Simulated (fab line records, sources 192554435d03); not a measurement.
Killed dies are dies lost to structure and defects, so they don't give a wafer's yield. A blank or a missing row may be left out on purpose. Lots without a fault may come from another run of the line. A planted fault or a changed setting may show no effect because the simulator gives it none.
One fault seen from 3 desks | flow n5_finfet | each desk has only its own numbers; what lay behind them comes last
Where a reading is given only as a bound, like >300, the bound stands for it, and a mean or a difference that rests on one is marked > or <: the true number lies beyond.

THE DEFECT DESK
What the inspections along the route counted, lot by lot: means of the sampled wafers that have a number. A lot is out of limits, marked OUT, if its mean lies more than 4 standard deviations from the usual mean; the brackets give that distance.
Columns: A = raw_defect_count at N5_DUMMY_GATE_INSPECT_27, usual 290; B = raw_defect_count at N5_SPACER0_INSPECT_04, usual 137; C = raw_defect_count at N5_SD_EPI_N_INSPECT_11, usual 2.1; D = raw_defect_count at N5_SD_EPI_N_INSPECT_26, usual 201
lot  | first seen here | A   | B              | C               | D
L891 | day 4 17:01     | 305 | 125            | 1.3             | 208
L892 | day 4 23:47     | 306 | 146            | 1.3             | 216
L894 | day 5 13:16     | 383 | 154            | 2.0             | 223
L901 | day 7 08:01     | 460 | 306 (+5.0) OUT | >101 (>+71) OUT | 367
L903 | day 7 23:58     | 424 | 307 (+5.0) OUT | >101 (>+71) OUT | 388 (+4.5) OUT
L905 | day 8 10:05     | 321 | 156            | 2.7             | 208
L906 | day 8 12:14     | 334 | 140            | 3.0             | 190
L907 | day 8 17:42     | 370 | 167            | 3.0             | 232
This desk's finding: out of limits on L901, L903; first on L901, day 7 08:37 (raw_defect_count at N5_SPACER0_INSPECT_04). In limits: L891, L892, L894, L905, L906, L907.

THE METROLOGY DESK
What the gauges read, lot by lot, whatever tool the lot ran on: means of the sampled wafers that have a number. A lot is out of limits, marked OUT, if its mean lies more than 4 standard deviations from the usual mean; the brackets give that distance. Of its 11 readings 7 are shown: those that lie furthest out on some lot.
Columns: A = DIBL_N at N5_BEOL_M4_RC_MEAS_101, usual 35.3 mV/V; B = ION_N at N5_BEOL_M4_RC_MEAS_101, usual 670 uA/um; C = ION_P at N5_BEOL_M4_RC_MEAS_101, usual 462 uA/um; D = SS_N at N5_BEOL_M4_RC_MEAS_101, usual 71.3 mV/dec; E = SS_P at N5_BEOL_M4_RC_MEAS_101, usual 73.1 mV/dec; F = VT_N at N5_BEOL_M4_RC_MEAS_101, usual 251 mV; G = VT_P at N5_BEOL_M4_RC_MEAS_101, usual -251 mV
lot  | first seen here | A    | B   | C   | D    | E    | F   | G
L891 | day 4 16:42     | 34.5 | 681 | 468 | 70.7 | 72.4 | 250 | -249
L892 | day 4 23:31     | 34.8 | 660 | 463 | 70.8 | 72.8 | 254 | -252
L894 | day 5 12:47     | 33.7 | 663 | 461 | 70.7 | 72.1 | 253 | -250
L901 | day 7 07:44     | 35.8 | 656 | 454 | 71.5 | 73.2 | 255 | -253
L903 | day 7 23:41     | 34.8 | 678 | 463 | 70.6 | 73.1 | 249 | -254
L905 | day 8 09:47     | 35.9 | 669 | 459 | 71.4 | 73.1 | 249 | -253
L906 | day 8 11:53     | 36.4 | 663 | 460 | 71.5 | 73.2 | 251 | -249
L907 | day 8 17:25     | 35.4 | 665 | 458 | 70.9 | 72.9 | 250 | -251
This desk's finding: nothing out of limits on any of the 8 lots.

THE TOOL OWNER'S DESK: rie_si-03
The tool's own readings at N5_DUMMY_GATE_ETCH_32 (etches SiO2 in CF4, target depth 3.5 nm, time 3.9 s): means of the sampled wafers that have a number, for each lot that ran on this tool. A lot is out of limits, marked OUT, if its mean lies more than 4 standard deviations from the usual mean; the brackets give that distance.
Columns: A = chamber_pressure_mTorr at N5_DUMMY_GATE_ETCH_32, usual 10.000 mTorr; B = drypump_motor_current_A at N5_DUMMY_GATE_ETCH_32, usual 5.8 A; C = oes_product_au at N5_DUMMY_GATE_ETCH_32, usual 1.002 a.u.; D = throttle_valve_pct at N5_DUMMY_GATE_ETCH_32, usual 21.8 %
lot  | first seen here | A      | B   | C     | D
L891 | day 4 16:29     | 10.015 | 5.8 | 1.003 | 21.6
L894 | day 5 12:35     | 9.997  | 6.0 | 1.019 | 21.9
L901 | day 7 07:32     | 9.998  | 5.7 | 1.006 | 21.6
L903 | day 7 23:29     | 9.999  | 5.8 | 1.002 | 21.4
This desk's finding: nothing out of limits on any of the 4 lots.

PUT TOGETHER
The defect desk could have raised an alarm at day 7 08:37, on L901, L903.
The metrology desk saw nothing out of limits.
The tool owner's desk saw nothing out of limits.
The metrology desk has L901, L903 on record, within its limits.
The tool owner's desk has L901, L903 on record, within its limits.
Of the lots named, all ran N5_DUMMY_GATE_ETCH_32 on rie_si-03.

WHAT THE SIMULATOR HAD PUT IN
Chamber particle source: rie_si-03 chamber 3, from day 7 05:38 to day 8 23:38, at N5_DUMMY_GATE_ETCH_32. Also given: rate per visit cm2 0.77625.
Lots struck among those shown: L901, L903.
Hours from the fault's start to each desk's first reading out of limits: the defect desk, 3.
